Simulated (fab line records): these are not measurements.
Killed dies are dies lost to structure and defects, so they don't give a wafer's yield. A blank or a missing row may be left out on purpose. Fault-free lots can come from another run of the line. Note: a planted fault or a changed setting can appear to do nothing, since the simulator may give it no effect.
Which tool did it?	flow nand-harc	72 wafers from 24 lots sampled at 6 of the route's 1159 steps

## WHAT THE GAUGES SHOWED, per wafer
The record holds no reading of a measuring or inspecting step that can be judged against a usual standard deviation.

## WHICH TOOL RAN EACH LOT (tool, then ch and the chambers of the sampled wafers, then the start)
lot	NHARC_A_CONTACT_ETCH_76	NHARC_A_CONTACT_ETCH_132	NHARC_A_CONTACT_ETCH_91	NHARC_A_CONTACT_DEP_84	NHARC_A_CONTACT_ETCH_135	NHARC_A_BLC_ALD_23
L074	rie-diel-04 ch 2,3, day 17 02:41 or earlier	har-cap-etch-03 ch 0,1, day 17 02:41	rie-diel-13 ch 1,2, day 17 03:23	acl-dep-02 ch 0, day 17 04:34	har-cap-etch-01 ch 0,1, day 17 07:58	ald-metal-02 ch 0,2,3, day 18 04:11
L075	rie-diel-04 ch 0,1, day 18 09:29 or earlier	har-cap-etch-01 ch 0,1, day 18 09:29	rie-diel-04 ch 1,2,3, day 18 10:10	acl-dep-02 ch 0, day 18 12:25	har-cap-etch-03 ch 0,1, day 18 15:38	ald-metal-02 ch 1,2, day 19 00:33
L076	rie-diel-13 ch 0,2,3, day 18 14:29 or earlier	har-cap-etch-02 ch 0,1, day 18 14:29	rie-diel-04 ch 0,2,3, day 18 15:11	acl-dep-01 ch 0, day 18 16:22	har-cap-etch-03 ch 0,1, day 18 19:43	ald-metal-03 ch 0,1,2, day 19 01:41
L077	rie-diel-04 ch 0,1,2, day 18 20:28 or earlier	har-cap-etch-02 ch 0,1, day 18 20:28	rie-diel-11 ch 0,2,3, day 18 21:12	acl-dep-01 ch 0, day 18 22:20	har-cap-etch-02 ch 0,1, day 19 01:44	ald-metal-02 ch 0,1,2, day 19 07:44
L079	rie-diel-13 ch 1,2, day 19 02:14 or earlier	har-cap-etch-03 ch 0,1, day 19 02:14	rie-diel-04 ch 1,2, day 19 02:55	acl-dep-01 ch 0, day 19 04:41	har-cap-etch-02 ch 0,1, day 19 07:32	ald-metal-02 ch 1,2,3, day 19 23:46
L078	rie-diel-11 ch 1,3, day 19 07:37 or earlier	har-cap-etch-01 ch 0,1, day 19 07:37	rie-diel-04 ch 0,1,3, day 19 08:22	acl-dep-02 ch 0, day 19 09:36	har-cap-etch-03 ch 0,1, day 19 12:59	ald-metal-03 ch 0,2, day 20 05:53
L082	rie-diel-04 ch 0,3, day 20 23:50 or earlier	har-cap-etch-02 ch 0,1, day 20 23:50	rie-diel-11 ch 1,2, day 21 00:34	acl-dep-02 ch 0, day 21 12:39	har-cap-etch-03 ch 0,1, day 21 15:52	ald-metal-01 ch 0,3, day 22 08:01
L083	rie-diel-13 ch 0,1, day 21 01:02 or earlier	har-cap-etch-03 ch 0,1, day 21 01:02	rie-diel-04 ch 0,2, day 21 01:43	acl-dep-03 ch 0, day 21 13:05	har-cap-etch-01 ch 0,1, day 21 16:02	ald-metal-03 ch 2,3, day 22 06:56
L084	rie-diel-04 ch 2,3, day 21 09:34 or earlier	har-cap-etch-03 ch 0,1, day 21 09:34	rie-diel-13 ch 2,3, day 21 10:16	acl-dep-02 ch 0, day 21 21:53	har-cap-etch-03 ch 0,1, day 22 01:15	ald-metal-02 ch 0,3, day 22 08:44
L088	rie-diel-13 ch 0,3, day 21 10:20 or earlier	har-cap-etch-01 ch 0,1, day 21 10:20	rie-diel-04 ch 0,1,2, day 21 11:03	acl-dep-01 ch 0, day 21 22:16	har-cap-etch-01 ch 0,1, day 22 01:26	ald-metal-03 ch 0,2,3, day 22 09:41
L080	rie-diel-04 ch 0,2,3, day 21 19:12 or earlier	har-cap-etch-03 ch 0,1, day 21 19:12	rie-diel-13 ch 0,1,2, day 21 19:55	acl-dep-02 ch 0, day 22 05:02	har-cap-etch-01 ch 0,1, day 22 08:27	ald-metal-02 ch 1,2,3, day 22 14:56
L085	rie-diel-13 ch 2,3, day 21 19:07 or earlier	har-cap-etch-02 ch 0,1, day 21 19:07	rie-diel-13 ch 0,1, day 21 19:47	acl-dep-03 ch 0, day 22 04:40	har-cap-etch-02 ch 0,1, day 22 07:20	ald-metal-03 ch 0,1, day 22 14:03
L081	rie-diel-13 ch 0,2,3, day 22 04:17 or earlier	har-cap-etch-02 ch 0,1, day 22 04:17	rie-diel-13 ch 0,1,3, day 22 05:02	acl-dep-03 ch 0, day 22 10:22	har-cap-etch-02 ch 0,1, day 22 13:36	ald-metal-03 ch 0,2,3, day 23 03:52
L086	rie-diel-04 ch 0,1,2, day 22 10:52 or earlier	har-cap-etch-02 ch 0,1, day 22 10:52	rie-diel-11 ch 1,2, day 22 11:34	acl-dep-01 ch 0, day 22 14:50	har-cap-etch-01 ch 1, day 22 18:03	ald-metal-01 ch 0,1,3, day 23 09:03
L087	rie-diel-11 ch 0,1,3, day 22 12:40 or earlier	har-cap-etch-01 ch 0,1, day 22 12:40	rie-diel-04 ch 0,1,2, day 22 13:19	acl-dep-03 ch 0, day 22 17:37	har-cap-etch-01 ch 0,1, day 22 20:55	ald-metal-03 ch 0,1, day 23 13:22
L089	rie-diel-13 ch 0,2,3, day 22 14:23 or earlier	har-cap-etch-03 ch 0,1, day 22 14:23	rie-diel-04 ch 0,3, day 22 15:08	acl-dep-02 ch 0, day 22 17:31	har-cap-etch-02 ch 0,1, day 22 20:40	ald-metal-03 ch 1,2,3, day 23 10:43
L091	rie-diel-04 ch 0,1,3, day 22 16:29 or earlier	har-cap-etch-01 ch 0,1, day 22 16:29	rie-diel-04 ch 1,2,3, day 22 17:11	acl-dep-01 ch 0, day 22 18:22	har-cap-etch-03 ch 0,1, day 22 21:56	ald-metal-01 ch 1,2,3, day 23 15:07
L090	rie-diel-13 ch 1,2, day 22 17:04 or earlier	har-cap-etch-02 ch 0,1, day 22 17:04	rie-diel-13 ch 0,1,2, day 22 17:47	acl-dep-03 ch 0, day 22 19:26	har-cap-etch-02 ch 0,1, day 22 22:56	ald-metal-03 ch 0,1,2, day 23 15:10
L092	rie-diel-04 ch 2,3, day 22 18:35 or earlier	har-cap-etch-03 ch 0,1, day 22 18:35	rie-diel-11 ch 0,1,3, day 22 19:19	acl-dep-02 ch 0, day 22 22:16	har-cap-etch-01 ch 0,1, day 23 01:20	ald-metal-01 ch 0,1,3, day 23 20:07
L094	rie-diel-13 ch 1,2,3, day 23 19:41 or earlier	har-cap-etch-02 ch 0,1, day 23 19:41	rie-diel-13 ch 0,1,3, day 23 20:38	acl-dep-02 ch 0, day 23 22:19	har-cap-etch-01 ch 0,1, day 24 02:51	ald-metal-03 ch 0,1, day 24 13:47
L093	rie-diel-04 ch 1,3, day 23 21:56 or earlier	har-cap-etch-01 ch 0,1, day 23 21:56	rie-diel-04 ch 0,2, day 23 22:47	acl-dep-01 ch 0, day 24 01:10	har-cap-etch-02 ch 0,1, day 24 04:29	ald-metal-02 ch 1,3, day 24 14:21
L097	rie-diel-04 ch 0,2,3, day 24 00:08 or earlier	har-cap-etch-01 ch 0,1, day 24 00:08	rie-diel-04 ch 0,3, day 24 00:55	acl-dep-02 ch 0, day 24 03:37	har-cap-etch-01 ch 0,1, day 24 07:31	ald-metal-02 ch 0,3, day 24 17:44
L096	rie-diel-04 ch 1,2, day 24 01:17 or earlier	har-cap-etch-02 ch 0,1, day 24 01:17	rie-diel-04 ch 0,3, day 24 01:59	acl-dep-03 ch 0, day 24 03:37	har-cap-etch-01 ch 0,1, day 24 08:23	ald-metal-01 ch 2,3, day 24 18:27
L095	rie-diel-04 ch 0,3, day 24 10:40 or earlier	har-cap-etch-02 ch 0,1, day 24 10:40	rie-diel-11 ch 1,2, day 24 11:22	acl-dep-01 ch 0, day 24 13:24	har-cap-etch-02 ch 0,1, day 24 16:58	ald-metal-01 ch 0,2,3, day 25 00:06
- NHARC_A_CONTACT_ETCH_76: etches the open film in N2/H2, target depth 260 nm, time 475.3 s.
- NHARC_A_CONTACT_ETCH_132: etches the open film in C4F8/O2/Ar, time 156 s, target depth 958 nm.
- NHARC_A_CONTACT_ETCH_91: etches the open film in CH3F/O2, target depth 40 nm, time 85.7 s.
- NHARC_A_CONTACT_DEP_84: deposits aC, target thk 2000 nm.
- NHARC_A_CONTACT_ETCH_135: etches the open film in C4F8/O2/Ar, time 132 s, target depth 1287 nm.
- NHARC_A_BLC_ALD_23: deposits TiN, target thk 3 nm, pulse time 1 s, ald cycles 150.

## AS READ BY THE TOOLS THEMSELVES (means over the sampled wafers that have a number; for cases with no such wafer, the mark the record gives instead)
NHARC_A_CONTACT_ETCH_76. Usual: drypump-motor-current-A 5.6 A, standard deviation 0.4; n2-flow-sccm 150.1 sccm, standard deviation 0.46; oes-product-au 1.000 a.u., standard deviation 0.0066; rf-vpp-V 429.4 V, standard deviation 2.5; showerhead-plenum-p-Torr 2.00 Torr, standard deviation 0.084; throttle-valve-pct 14.171 %, standard deviation 0.01.
lot	tool	drypump-motor-current-A (A)	n2-flow-sccm (sccm)	oes-product-au (a.u.)	rf-vpp-V (V)	showerhead-plenum-p-Torr (Torr)	throttle-valve-pct (%)	flag
L074	rie-diel-04	5.4	150.2	0.997	429.4	2.02	14.170	
L075	rie-diel-04	5.7	149.9	0.998	426.8	1.94	14.167	
L076	rie-diel-13	5.9	150.6	0.998	431.3	2.06	14.178	
L077	rie-diel-04	5.7	150.1	0.992	429.8	1.98	14.173	
L079	rie-diel-13	5.5	149.9	1.008	428.2	1.95	14.159	
L078	rie-diel-11	5.7	150.1	1.001	430.0	2.02	14.168	
L082	rie-diel-04	5.4	150.2	1.001	428.2	1.95	14.175	
L083	rie-diel-13	5.4	149.6	1.001	430.3	2.03	14.172	
L084	rie-diel-04	5.2	151.0	1.001	430.4	2.03	14.176	
L088	rie-diel-13	5.8	150.4	0.989	432.1	2.10	14.175	
L080	rie-diel-04	5.4	149.9	0.998	429.2	1.98	14.164	
L085	rie-diel-13	6.0	150.1	1.005	430.0	1.99	14.178	
L081	rie-diel-13	5.9	149.7	1.000	429.6	2.05	14.170	
L086	rie-diel-04	5.7	150.0	0.997	429.0	1.97	14.174	
L087	rie-diel-11	5.7	150.3	1.009	428.4	1.97	14.167	
L089	rie-diel-13	5.9	149.7	0.998	430.1	2.05	14.176	
L091	rie-diel-04	5.5	150.0	0.995	429.4	1.99	14.172	
L090	rie-diel-13	5.5	150.4	0.999	428.3	1.94	14.178	
L092	rie-diel-04	5.2	150.0	1.005	429.7	2.03	14.164	
L094	rie-diel-13	5.9	149.8	1.002	429.8	2.01	14.167	
L093	rie-diel-04	5.5	150.3	0.995	429.8	2.02	14.169	
L097	rie-diel-04	5.4	150.0	0.996	429.4	1.98	14.166	
L096	rie-diel-04	5.8	150.1	1.000	430.1	2.01	14.168	
L095	rie-diel-04	5.1	150.4	0.991	428.8	1.99	14.174	

NHARC_A_CONTACT_ETCH_91. Usual: drypump-motor-current-A 5.6 A, standard deviation 0.38; oes-product-au 0.96 a.u., standard deviation 0.037; rf-vpp-V 243.9 V, standard deviation 1.5; showerhead-plenum-p-Torr 2.41 Torr, standard deviation 0.092; throttle-valve-pct 20.662 %, standard deviation 0.0093.
lot	tool	drypump-motor-current-A (A)	oes-product-au (a.u.)	rf-vpp-V (V)	showerhead-plenum-p-Torr (Torr)	throttle-valve-pct (%)	flag
L074	rie-diel-13	5.6	1.01	242.1	2.33	20.667	
L075	rie-diel-04	5.5	0.92	244.0	2.44	20.670	
L076	rie-diel-04	5.4	0.98	244.2	2.39	20.656	
L077	rie-diel-11	5.7	1.01	242.8	2.36	20.668	
L079	rie-diel-04	5.7	0.92	243.2	2.43	20.660	
L078	rie-diel-04	5.5	0.99	242.8	2.40	20.660	
L082	rie-diel-11	5.7	0.93	244.4	2.43	20.669	
L083	rie-diel-04	5.6	0.99	243.8	2.38	20.666	
L084	rie-diel-13	6.0	0.92	243.8	2.40	20.666	
L088	rie-diel-04	5.7	1.01	243.1	2.39	20.659	
L080	rie-diel-13	5.5	0.93	243.8	2.38	20.668	
L085	rie-diel-13	5.4	0.94	244.8	2.41	20.658	
L081	rie-diel-13	5.8	0.93	244.9	2.49	20.656	
L086	rie-diel-11	5.8	1.00	244.4	2.41	20.657	
L087	rie-diel-04	5.7	1.00	243.5	2.38	20.668	
L089	rie-diel-04	5.4	0.99	242.8	2.35	20.660	
L091	rie-diel-04	5.4	0.92	243.6	2.43	20.663	
L090	rie-diel-13	5.5	0.93	243.9	2.38	20.654	
L092	rie-diel-11	5.6	0.93	243.0	2.37	20.657	
L094	rie-diel-13	5.8	0.92	245.3	2.49	20.670	
L093	rie-diel-04	5.7	0.92	243.2	2.37	20.670	
L097	rie-diel-04	5.2	0.93	242.8	2.41	20.659	
L096	rie-diel-04	5.1	0.92	243.5	2.41	20.664	
L095	rie-diel-11	5.8	1.00	243.9	2.40	20.653	

NHARC_A_CONTACT_DEP_84. Usual: 34.999 % for throttle-valve-pct, sd 0.0089.
lot	tool	throttle-valve-pct (%)	flag
L074	acl-dep-02	34.999	
L075	acl-dep-02	35.002	
L076	acl-dep-01	35.008	
L077	acl-dep-01	34.997	
L079	acl-dep-01	34.993	
L078	acl-dep-02	35.001	
L082	acl-dep-02	34.995	
L083	acl-dep-03	35.001	
L084	acl-dep-02	34.999	
L088	acl-dep-01	34.999	
L080	acl-dep-02	34.992	
L085	acl-dep-03	35.004	
L081	acl-dep-03	35.006	
L086	acl-dep-01	34.994	
L087	acl-dep-03	34.998	
L089	acl-dep-02	35.003	
L091	acl-dep-01	35.008	
L090	acl-dep-03	34.999	
L092	acl-dep-02	34.998	
L094	acl-dep-02	34.999	
L093	acl-dep-01	34.990	
L097	acl-dep-02	34.997	
L096	acl-dep-03	35.004	
L095	acl-dep-01	34.998	

NHARC_A_BLC_ALD_23. Usual: heater-power-w 1083 W, standard deviation 120; precursor-pulse-height-rel 1.001, standard deviation 0.018.
lot	tool	heater-power-w (W)	precursor-pulse-height-rel	flag
L074	ald-metal-02	1119	1.001	
L075	ald-metal-02	1088	1.001	
L076	ald-metal-03	1059	1.009	
L077	ald-metal-02	1073	1.023	
L079	ald-metal-02	1134	1.011	
L078	ald-metal-03	979	0.990	
L082	ald-metal-01	1159	1.003	
L083	ald-metal-03	988	1.000	
L084	ald-metal-02	1107	0.981	
L088	ald-metal-03	949	1.009	
L080	ald-metal-02	1132	0.990	
L085	ald-metal-03	1009	1.003	
L081	ald-metal-03	974	1.004	
L086	ald-metal-01	1106	1.010	
L087	ald-metal-03	1007	1.000	
L089	ald-metal-03	1083	1.024	
L091	ald-metal-01	1132	0.990	
L090	ald-metal-03	1034	0.978	
L092	ald-metal-01	1119	0.997	
L094	ald-metal-03	1124	0.987	
L093	ald-metal-02	1098	0.997	
L097	ald-metal-02	1104	1.003	
L096	ald-metal-01	1185	0.989	
L095	ald-metal-01	1225	1.004	

## THE ANSWER, worked out from the rows above alone
Rule: take the mean of a lot's wafers that have a number; if it is more than 3 standard deviations from the usual mean, the lot is off. A lot without any number at a reading at which 4 lots or more have one is off too. Any other lot the step has rows for is counted as sound. Order of review: gauges by route order, followed by the tools' own readings, for which a lot's mean as printed above is used. The first step at which some lot is off is used, and at that step the reading that is off furthest; a lot without a number counts as furthest.
Nothing can be told from this: no lot is off at any reading shown.

## WHAT THE SIMULATOR PUT IN
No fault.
